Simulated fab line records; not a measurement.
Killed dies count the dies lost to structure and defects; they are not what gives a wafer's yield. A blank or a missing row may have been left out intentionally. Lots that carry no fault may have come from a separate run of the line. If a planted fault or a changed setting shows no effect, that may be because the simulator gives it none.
fab line records	flow n5Finfet
record lots=24	wafers=72	lastDay=18
route steps=1938 shown BEOL_M0@739 BEOL_M1@752
lots that met no fault: taken from a fault-free run of the same line
startH: hours from the record's opening day to when the first of the lot's shown wafers began	waitH: hours from the lot's prior step to this one	" as in the row above	L1.1+2: several wafers, shown together as one row	- either no value or no given start	* or withheld: withheld	< > ~ a bound
route shown NAME@n: NAME is a module with steps in the file, n the number in the route of the first one	usual: average and standard deviation across the fault-free wafers	same: alike in all rows	chamber/n: place in a boat	sites: per-site readings	_std_site: the values' standard deviation	_edge_site: outer sites' mean less inner sites'	radiusMm: how far each site lies from the wafer's centre	mask NAME#n: copy n	behind: the last tool/chamber to shape the wafer	hold: cause of the lot's hold/its duration in hours/its outcome	device: names the non-switching transistor (n, p or np)	end of line: tests of these same wafers at the route's end	for a step that has no rows: nothing shown but its recipe	killed: the dies lost at the first sort to structure and to defects; this is not the yield of the wafer	map: shows each die of a wafer: x if killed, . if not, _ if none is there
set.NAME: the setting the step ran with; set.NAME@STEP: the setting that earlier step ran with	model.NAME: the simulator's own value behind a step, which no gauge read
steps of the route over a sample of lots; a table a step, a row a wafer
services: from which hour (startH, from the record's first day; less than 0 if before it) a tool's chamber was out of use, for how many hours, and why
## steps
# step N5_BEOL_M0_ANNEAL_135
# recipe tempC=400	timeS=60	ambient=vacuum
# usual heaterPowerW=812/75
lot.wafer	tool	chamber	startH	waitH	heaterPowerW
L074.1	pvdSputter-02	-	120.29	0.0	707
L074.4	"	-	"	"	906
L074.5	"	-	"	"	778
L075.3	pvdSputter-02	-	126.68	0.0	721
L075.4	"	-	"	"	790
L075.6	"	-	"	"	894
L076.2	pvdSputter-03	-	129.78	0.0	770
L076.3	"	-	"	"	874
L076.5	"	-	"	"	909
L077.2	pvdSputter-01	-	136.20	0.0	729
L077.3	"	-	"	"	778
L077.5	"	-	"	"	755
L078.1	pvdSputter-02	-	139.77	0.0	896
L078.2	"	-	"	"	792
L078.6	"	-	"	"	909
L079.1	pvdSputter-02	-	149.57	0.0	716
L079.2	"	-	"	"	797
L079.5	"	-	"	"	782
L080.2	pvdSputter-01	-	153.18	0.0	760
L080.3	"	-	"	"	800
L080.5	"	-	"	"	1023
L081.2	pvdSputter-01	-	162.17	0.0	1003
L081.5	"	-	"	"	761
L081.6	"	-	"	"	1004
L082.1	pvdSputter-03	-	165.91	0.0	771
L082.2	"	-	"	"	805
L082.3	"	-	"	"	874
L083.4	pvdSputter-02	-	176.79	0.0	905
L083.5	"	-	"	"	719
L083.6	"	-	"	"	770
L084.2	pvdSputter-03	-	182.08	0.0	771
L084.3	"	-	"	"	906
L084.4	"	-	"	"	753
L085.4	pvdSputter-02	-	184.27	0.0	707
L085.5	"	-	"	"	699
L085.6	"	-	"	"	787
L086.2	pvdSputter-02	-	190.17	0.0	717
L086.4	"	-	"	"	806
L086.5	"	-	"	"	773
L087.2	pvdSputter-01	-	196.20	0.0	1022
L087.3	"	-	"	"	819
L087.6	"	-	"	"	752
L088.1	pvdSputter-03	-	209.48	0.0	771
L088.3	"	-	"	"	878
L088.4	"	-	"	"	803
L090.3	pvdSputter-02	-	213.82	0.0	790
L090.4	"	-	"	"	901
L090.6	"	-	"	"	788
L089.3	pvdSputter-03	-	214.98	0.0	777
L089.4	"	-	"	"	795
L089.5	"	-	"	"	868
L092.1	pvdSputter-01	-	229.12	0.0	823
L092.4	"	-	"	"	992
L092.6	"	-	"	"	789
L091.2	pvdSputter-03	-	231.76	0.0	773
L091.4	"	-	"	"	801
L091.5	"	-	"	"	865
L093.1	pvdSputter-02	-	233.41	0.0	717
L093.2	"	-	"	"	783
L093.6	"	-	"	"	794
L094.2	pvdSputter-02	-	236.79	0.0	783
L094.3	"	-	"	"	783
L094.6	"	-	"	"	810
L095.1	pvdSputter-02	-	246.74	0.0	905
L095.3	"	-	"	"	785
L095.5	"	-	"	"	788
L096.1	pvdSputter-02	-	253.96	0.0	737
L096.2	"	-	"	"	910
L096.5	"	-	"	"	699
L097.1	pvdSputter-03	-	257.88	0.0	771
L097.2	"	-	"	"	895
L097.4	"	-	"	"	881
# step N5_BEOL_M1_THK_MEAS_01
# recipe reads=SiOC_of_BEOL_M1_ILD_DEP_00
# usual M1_ILD_THK=78.8/1.3
lot.wafer	tool	chamber	startH	waitH	M1_ILD_THK[nm]
L074.1	filmMetro-02	-	121.56	0.0	77.1
L074.4	"	-	"	"	77.3
L074.5	"	-	"	"	78.3
L075.3	filmMetro-01	-	127.93	0.1	78.9
L075.4	"	-	"	"	79.5
L075.6	"	-	"	"	79.8
L076.2	filmMetro-01	-	131.34	0.1	77.1
L076.3	"	-	"	"	77.2
L076.5	"	-	"	"	79.2
L077.2	filmMetro-02	-	137.64	0.1	80.1
L077.3	"	-	"	"	78.3
L077.5	"	-	"	"	81.0
L078.1	filmMetro-02	-	141.00	0.1	77.9
L078.2	"	-	"	"	77.7
L078.6	"	-	"	"	80.0
L079.1	filmMetro-01	-	150.78	0.0	78.2
L079.2	"	-	"	"	79.7
L079.5	"	-	"	"	78.7
L080.2	filmMetro-02	-	154.84	0.1	76.9
L080.3	"	-	"	"	77.5
L080.5	"	-	"	"	78.0
L081.2	filmMetro-02	-	163.41	0.1	78.5
L081.5	"	-	"	"	78.6
L081.6	"	-	"	"	79.3
L082.1	filmMetro-01	-	167.24	0.0	79.3
L082.2	"	-	"	"	78.0
L082.3	"	-	"	"	77.3
L083.4	filmMetro-01	-	178.01	0.0	77.5
L083.5	"	-	"	"	78.0
L083.6	"	-	"	"	76.2
L084.2	filmMetro-02	-	183.35	0.1	76.0
L084.3	"	-	"	"	76.1
L084.4	"	-	"	"	77.7
L085.4	filmMetro-02	-	185.87	0.0	78.8
L085.5	"	-	"	"	78.7
L085.6	"	-	"	"	78.8
L086.2	filmMetro-02	-	191.39	0.1	76.8
L086.4	"	-	"	"	79.1
L086.5	"	-	"	"	79.0
L087.2	filmMetro-02	-	197.56	0.1	78.8
L087.3	"	-	"	"	79.9
L087.6	"	-	"	"	79.5
L088.1	filmMetro-02	-	210.71	0.1	78.1
L088.3	"	-	"	"	79.7
L088.4	"	-	"	"	80.4
L090.3	filmMetro-01	-	215.09	0.1	79.5
L090.4	"	-	"	"	80.1
L090.6	"	-	"	"	79.5
L089.3	filmMetro-01	-	217.28	0.1	78.0
L089.4	"	-	"	"	79.9
L089.5	"	-	"	"	80.6
L092.1	filmMetro-01	-	230.41	0.0	77.6
L092.4	"	-	"	"	80.2
L092.6	"	-	"	"	79.0
L091.2	filmMetro-01	-	233.92	0.1	77.6
L091.4	"	-	"	"	79.2
L091.5	"	-	"	"	79.5
L093.1	filmMetro-01	-	234.62	0.0	79.4
L093.2	"	-	"	"	77.6
L093.6	"	-	"	"	80.2
L094.2	filmMetro-02	-	238.07	0.1	79.7
L094.3	"	-	"	"	80.2
L094.6	"	-	"	"	81.9
L095.1	filmMetro-02	-	247.96	0.0	79.4
L095.3	"	-	"	"	78.0
L095.5	"	-	"	"	80.1
L096.1	filmMetro-02	-	255.21	0.0	78.4
L096.2	"	-	"	"	76.8
L096.5	"	-	"	"	78.7
L097.1	filmMetro-02	-	259.41	0.0	78.8
L097.2	"	-	"	"	78.3
L097.4	"	-	"	"	78.8
# step N5_BEOL_M1_STRIP_66
# recipe chemistry=CF4	resist=SiARC	powerW=300	biasPowerW=75	pressureMtorr=50	cf4FlowSccm=150	rfFrequencyHz=6e+07
# usual drypumpMotorCurrentA=5.7/0.33	oesProductAu=0.77/0.054	rfVppV=271.3/1.5	showerheadPlenumPTorr=1.80/0.052	throttleValvePct=13.60/0.21
lot.wafer	tool	chamber	startH	waitH	drypumpMotorCurrentA	oesProductAu	rfHoursCounterH	rfVppV	showerheadPlenumPTorr	throttleValvePct
L074.1	rieDiel-01	1	124.15	0.0	5.9	0.73	177	268.6	1.72	13.74
L074.4	"	2	"	"	6.3	0.74	160	274.4	1.86	13.60
L074.5	"	3	"	"	5.7	0.78	-	269.8	1.74	13.72
L075.3	rieDiel-03	1	130.68	0.0	5.3	0.81	91	271.2	1.79	13.29
L075.4	"	3	"	"	5.9	0.71	200	271.8	1.80	13.83
L075.6	"	3	"	"	5.9	0.71	-	271.1	1.80	13.84
L076.2	rieDiel-04	2	134.71	0.0	6.0	0.70	205	269.4	1.73	13.81
L076.3	"	1	"	"	5.7	0.87	48	270.6	1.75	13.25
L076.5	"	3	"	"	5.0	0.78	-	271.7	1.82	13.34
L077.2	rieDiel-01	1	139.29	0.0	5.9	0.73	182	269.2	1.72	13.72
L077.3	"	2	"	"	6.3	0.73	165	271.3	1.86	13.59
L077.5	"	2	"	"	6.3	0.73	-	273.7	1.86	13.58
L078.1	rieDiel-03	0	143.23	0.0	5.7	0.88	33	274.1	1.89	13.64
L078.2	"	2	"	"	5.6	0.77	135	271.5	1.85	13.78
L078.6	"	1	"	"	5.4	0.81	-	271.3	1.79	13.30
L079.1	rieDiel-04	1	152.22	0.0	5.6	0.86	52	268.6	1.75	13.27
L079.2	"	2	"	"	6.0	0.70	208	270.8	1.72	13.82
L079.5	"	1	"	"	5.7	0.87	-	270.5	1.75	13.28
L080.2	rieDiel-04	3	156.48	0.0	5.0	0.78	115	272.1	1.81	13.33
L080.3	"	0	"	"	5.7	0.79	98	272.2	1.82	13.62
L080.5	"	3	"	"	5.0	0.79	-	271.8	1.81	13.33
L081.2	rieDiel-04	0	165.22	0.0	5.7	0.79	101	271.9	1.82	13.64
L081.5	"	1	"	"	5.7	0.87	-	270.8	1.75	13.28
L081.6	"	0	"	"	5.7	0.79	-	270.1	1.82	13.61
L082.1	rieDiel-01	0	169.75	0.0	5.8	0.85	47	271.3	1.84	13.33
L082.2	"	1	"	"	5.9	0.72	190	268.5	1.72	13.77
L082.3	"	2	"	"	6.3	0.72	173	273.1	1.86	13.61
L083.4	rieDiel-01	1	179.41	0.0	5.9	0.71	193	267.9	1.72	13.76
L083.5	"	2	"	"	6.4	0.73	-	271.3	1.86	13.62
L083.6	"	3	"	"	5.7	0.76	-	270.1	1.73	13.75
L084.2	rieDiel-03	2	184.31	0.0	5.6	0.75	149	272.9	1.85	13.83
L084.3	"	3	"	"	5.9	0.70	217	271.7	1.79	13.87
L084.4	"	1	"	"	5.4	0.80	107	270.6	1.79	13.33
L085.4	rieDiel-04	0	187.83	0.0	5.7	0.78	106	270.7	1.82	13.63
L085.5	"	2	"	"	6.0	0.70	-	268.3	1.72	13.85
L085.6	"	3	"	"	5.0	0.77	-	272.7	1.81	13.36
L086.2	rieDiel-01	0	194.58	0.0	5.7	0.84	54	271.9	1.84	13.38
L086.4	"	3	"	"	5.7	0.76	143	268.6	1.73	13.77
L086.5	"	2	"	"	6.4	0.72	-	272.2	1.85	13.63
L087.2	rieDiel-03	0	200.49	0.0	5.7	0.84	50	272.1	1.89	13.65
L087.3	"	1	"	"	5.3	0.80	111	271.9	1.79	13.35
L087.6	"	2	"	"	5.6	0.75	-	273.5	1.85	13.83
L088.1	rieDiel-03	0	213.32	0.0	5.7	0.85	53	274.7	1.89	13.67
L088.3	"	2	"	"	5.6	0.74	157	272.0	1.85	13.85
L088.4	"	3	"	"	5.9	0.69	226	271.3	1.79	13.88
L090.3	rieDiel-03	1	217.88	0.0	5.4	0.79	116	271.7	1.79	13.36
L090.4	"	2	"	"	5.6	0.75	158	273.5	1.85	13.83
L090.6	"	1	"	"	5.4	0.79	-	271.1	1.79	13.34
L089.3	rieDiel-01	3	220.05	0.0	5.7	0.75	151	270.4	1.73	13.77
L089.4	"	0	"	"	5.8	0.83	61	272.2	1.83	13.38
L089.5	"	0	"	"	5.8	0.82	-	271.6	1.83	13.39
L092.1	rieDiel-04	2	231.53	0.0	6.1	0.68	229	268.9	1.72	13.86
L092.4	"	1	"	"	5.7	0.84	77	270.2	1.74	13.31
L092.6	"	1	"	"	5.7	0.84	-	270.0	1.74	13.33
L091.2	rieDiel-03	2	235.08	0.0	5.6	0.75	162	273.3	1.84	13.87
L091.4	"	1	"	"	5.3	0.78	120	271.0	1.79	13.37
L091.5	"	1	"	"	5.3	0.79	-	272.3	1.78	13.36
L093.1	rieDiel-04	2	238.61	0.0	6.0	0.68	232	269.0	1.72	13.89
L093.2	"	0	"	"	5.7	0.76	123	271.9	1.81	13.68
L093.6	"	0	"	"	5.7	0.77	-	270.7	1.81	13.70
L094.2	rieDiel-03	2	239.12	0.0	5.6	0.73	165	271.5	1.84	13.86
L094.3	"	1	"	"	5.3	0.79	122	270.0	1.78	13.38
L094.6	"	2	"	"	5.7	0.73	-	272.3	1.84	13.88
L095.1	rieDiel-03	0	249.79	0.0	5.7	0.84	65	274.6	1.89	13.70
L095.3	"	1	"	"	5.4	0.78	126	270.1	1.78	13.38
L095.5	"	0	"	"	5.7	0.83	-	273.9	1.89	13.69
L096.1	rieDiel-04	2	256.51	0.0	6.0	0.68	236	269.7	1.72	13.88
L096.2	"	1	"	"	5.7	0.82	84	270.3	1.74	13.33
L096.5	"	3	"	"	5.0	0.76	-	272.2	1.81	13.40
L097.1	rieDiel-04	3	262.36	0.0	5.0	0.76	145	271.6	1.81	13.40
L097.2	"	2	"	"	6.0	0.69	238	269.3	1.72	13.87
L097.4	"	0	"	"	5.7	0.77	129	271.6	1.81	13.69
# step N5_BEOL_M1_CD_MEAS_35
# recipe targetCdNm=18	targetCdYNm=21	polarity=opening
# usual cdNm=18.1/0.42
lot.wafer	tool	chamber	startH	waitH	cdNm
L074.1	cdSem-03	-	126.42	0.0	17.9
L074.4	"	-	"	"	18.6
L074.5	"	-	"	"	18.0
L075.3	cdSem-03	-	134.69	0.0	17.6
L075.4	"	-	"	"	17.7
L075.6	"	-	"	"	17.9
L076.2	cdSem-03	-	138.84	0.0	18.1
L076.3	"	-	"	"	18.7
L076.5	"	-	"	"	18.2
L077.2	cdSem-01	-	155.19	0.0	17.9
L077.3	"	-	"	"	17.9
L077.5	"	-	"	"	18.6
L078.1	cdSem-02	-	155.41	0.0	18.0
L078.2	"	-	"	"	18.9
L078.6	"	-	"	"	18.1
L079.1	cdSem-01	-	158.66	0.0	18.6
L079.2	"	-	"	"	18.0
L079.5	"	-	"	"	18.8
L080.2	cdSem-03	-	165.17	0.0	18.7
L080.3	"	-	"	"	18.5
L080.5	"	-	"	"	18.7
L081.2	cdSem-03	-	168.72	0.0	18.7
L081.5	"	-	"	"	18.5
L081.6	"	-	"	"	18.6
L082.1	cdSem-01	-	173.35	0.0	17.9
L082.2	"	-	"	"	18.0
L082.3	"	-	"	"	17.5
L083.4	cdSem-02	-	186.82	0.0	18.0
L083.5	"	-	"	"	18.6
L083.6	"	-	"	"	18.3
L085.4	cdSem-01	-	189.93	0.0	18.1
L085.5	"	-	"	"	17.7
L085.6	"	-	"	"	18.2
L084.2	cdSem-03	-	196.12	0.0	18.6
L084.3	"	-	"	"	17.9
L084.4	"	-	"	"	17.7
L086.2	cdSem-01	-	196.59	0.0	18.3
L086.4	"	-	"	"	18.0
L086.5	"	-	"	"	18.1
L087.2	cdSem-01	-	204.00	0.0	17.4
L087.3	"	-	"	"	17.6
L087.6	"	-	"	"	18.4
L090.3	cdSem-02	-	220.82	0.0	18.2
L090.4	"	-	"	"	18.3
L090.6	"	-	"	"	17.9
L088.1	cdSem-01	-	221.05	0.0	17.2
L088.3	"	-	"	"	18.0
L088.4	"	-	"	"	18.2
L089.3	cdSem-02	-	225.84	0.0	17.9
L089.4	"	-	"	"	17.8
L089.5	"	-	"	"	17.9
L092.1	cdSem-03	-	233.53	0.0	18.1
L092.4	"	-	"	"	18.6
L092.6	"	-	"	"	18.3
L091.2	cdSem-03	-	238.55	0.0	18.4
L091.4	"	-	"	"	18.0
L091.5	"	-	"	"	17.8
L093.1	cdSem-01	-	248.96	0.0	17.8
L093.2	"	-	"	"	18.7
L093.6	"	-	"	"	18.3
L094.2	cdSem-03	-	249.01	0.0	18.2
L094.3	"	-	"	"	17.6
L094.6	"	-	"	"	18.1
L095.1	cdSem-01	-	255.40	0.0	17.8
L095.3	"	-	"	"	17.6
L095.5	"	-	"	"	17.3
L096.1	cdSem-03	-	261.79	0.0	18.5
L096.2	"	-	"	"	18.6
L096.5	"	-	"	"	18.4
L097.1	cdSem-03	-	267.74	0.0	17.9
L097.2	"	-	"	"	17.8
L097.4	"	-	"	"	18.7
# step N5_BEOL_M1_ANNEAL_89
# recipe tempC=400	timeS=240	ambient=vacuum
# usual heaterPowerW=823/91
lot.wafer	tool	chamber	startH	waitH	heaterPowerW
L074.1	pvdSputter-02	-	128.18	0.0	804
L074.4	"	-	"	"	766
L074.5	"	-	"	"	784
L075.3	pvdSputter-01	-	137.28	0.0	761
L075.4	"	-	"	"	771
L075.6	"	-	"	"	742
L076.2	pvdSputter-02	-	140.85	0.0	902
L076.3	"	-	"	"	801
L076.5	"	-	"	"	774
L077.2	pvdSputter-03	-	157.12	0.0	862
L077.3	"	-	"	"	775
L077.5	"	-	"	"	890
L078.1	pvdSputter-02	-	158.64	0.0	777
L078.2	"	-	"	"	895
L078.6	"	-	"	"	708
L079.1	pvdSputter-01	-	160.71	0.0	764
L079.2	"	-	"	"	746
L079.5	"	-	"	"	769
L080.2	pvdSputter-01	-	166.77	0.0	762
L080.3	"	-	"	"	1034
L080.5	"	-	"	"	1026
L081.2	pvdSputter-01	-	170.87	0.0	772
L081.5	"	-	"	"	1036
L081.6	"	-	"	"	773
L082.1	pvdSputter-01	-	175.43	0.0	729
L082.2	"	-	"	"	1022
L082.3	"	-	"	"	802
L083.4	pvdSputter-03	-	189.09	0.0	789
L083.5	"	-	"	"	864
L083.6	"	-	"	"	792
L085.4	pvdSputter-03	-	192.07	0.0	785
L085.5	"	-	"	"	861
L085.6	"	-	"	"	761
L084.2	pvdSputter-03	-	197.97	0.0	785
L084.3	"	-	"	"	868
L084.4	"	-	"	"	793
L086.2	pvdSputter-02	-	200.14	0.0	700
L086.4	"	-	"	"	896
L086.5	"	-	"	"	706
L087.2	pvdSputter-03	-	205.74	0.0	887
L087.3	"	-	"	"	769
L087.6	"	-	"	"	895
L090.3	pvdSputter-02	-	222.76	0.0	803
L090.4	"	-	"	"	716
L090.6	"	-	"	"	784
L088.1	pvdSputter-02	-	224.80	0.0	780
L088.3	"	-	"	"	722
L088.4	"	-	"	"	800
L089.3	pvdSputter-03	-	227.71	0.0	788
L089.4	"	-	"	"	874
L089.5	"	-	"	"	884
L092.1	pvdSputter-01	-	235.30	0.0	748
L092.4	"	-	"	"	813
L092.6	"	-	"	"	770
L091.2	pvdSputter-01	-	242.58	0.0	803
L091.4	"	-	"	"	764
L091.5	"	-	"	"	757
L093.1	pvdSputter-01	-	251.19	0.0	756
L093.2	"	-	"	"	807
L093.6	"	-	"	"	763
L094.2	pvdSputter-02	-	251.20	0.0	789
L094.3	"	-	"	"	699
L094.6	"	-	"	"	704
L095.1	pvdSputter-01	-	257.81	0.0	752
L095.3	"	-	"	"	999
L095.5	"	-	"	"	740
L096.1	pvdSputter-01	-	263.50	0.0	1010
L096.2	"	-	"	"	751
L096.5	"	-	"	"	1005
L097.1	pvdSputter-03	-	271.22	0.0	882
L097.2	"	-	"	"	809
L097.4	"	-	"	"	869
# step N5_BEOL_M1_ANNEAL_91
# recipe tempC=400	timeS=240	ambient=vacuum
# usual heaterPowerW=821/90
lot.wafer	tool	chamber	startH	waitH	heaterPowerW
L074.1	pvdSputter-02	-	128.40	0.0	772
L074.4	"	-	"	"	817
L074.5	"	-	"	"	791
L075.3	pvdSputter-01	-	137.50	0.0	748
L075.4	"	-	"	"	746
L075.6	"	-	"	"	736
L076.2	pvdSputter-02	-	141.07	0.0	912
L076.3	"	-	"	"	782
L076.5	"	-	"	"	778
L077.2	pvdSputter-03	-	157.36	0.0	865
L077.3	"	-	"	"	786
L077.5	"	-	"	"	898
L078.1	pvdSputter-02	-	158.86	0.0	789
L078.2	"	-	"	"	885
L078.6	"	-	"	"	707
L079.1	pvdSputter-01	-	160.93	0.0	738
L079.2	"	-	"	"	757
L079.5	"	-	"	"	765
L080.2	pvdSputter-01	-	166.99	0.0	766
L080.3	"	-	"	"	1012
L080.5	"	-	"	"	999
L081.2	pvdSputter-01	-	171.09	0.0	762
L081.5	"	-	"	"	1023
L081.6	"	-	"	"	757
L082.1	pvdSputter-01	-	175.65	0.0	758
L082.2	"	-	"	"	1037
L082.3	"	-	"	"	803
L083.4	pvdSputter-03	-	189.31	0.0	784
L083.5	"	-	"	"	863
L083.6	"	-	"	"	785
L085.4	pvdSputter-03	-	192.29	0.0	798
L085.5	"	-	"	"	885
L085.6	"	-	"	"	782
L084.2	pvdSputter-03	-	198.19	0.0	775
L084.3	"	-	"	"	873
L084.4	"	-	"	"	801
L086.2	pvdSputter-02	-	200.36	0.0	709
L086.4	"	-	"	"	899
L086.5	"	-	"	"	723
L087.2	pvdSputter-03	-	205.96	0.0	881
L087.3	"	-	"	"	780
L087.6	"	-	"	"	890
L090.3	pvdSputter-02	-	222.98	0.0	771
L090.4	"	-	"	"	699
L090.6	"	-	"	"	775
L088.1	pvdSputter-02	-	225.02	0.0	776
L088.3	"	-	"	"	709
L088.4	"	-	"	"	789
L089.3	pvdSputter-03	-	227.93	0.0	780
L089.4	"	-	"	"	875
L089.5	"	-	"	"	863
L092.1	pvdSputter-01	-	235.52	0.0	742
L092.4	"	-	"	"	792
L092.6	"	-	"	"	760
L091.2	pvdSputter-01	-	242.80	0.0	804
L091.4	"	-	"	"	740
L091.5	"	-	"	"	763
L093.1	pvdSputter-01	-	251.41	0.0	760
L093.2	"	-	"	"	819
L093.6	"	-	"	"	778
L094.2	pvdSputter-02	-	251.42	0.0	780
L094.3	"	-	"	"	706
L094.6	"	-	"	"	732
L095.1	pvdSputter-01	-	258.03	0.0	751
L095.3	"	-	"	"	1042
L095.5	"	-	"	"	748
L096.1	pvdSputter-01	-	263.72	0.0	1010
L096.2	"	-	"	"	748
L096.5	"	-	"	"	1012
L097.1	pvdSputter-03	-	271.44	0.0	882
L097.2	"	-	"	"	796
L097.4	"	-	"	"	872
## services
tool	chamber	startH	hours	kind
pvdSputter-01	-	101.64	8.5	repair
pvdSputter-01	-	131.79	0.9	repair
rieDiel-04	-	146.76	2.8	pm
rieDiel-04	2	163.49	3.9	repair
rieDiel-01	-	207.15	2.3	repair
rieDiel-01	-	229.78	2.5	repair
rieDiel-03	-	262.64	0.5	repair
## key
fault none
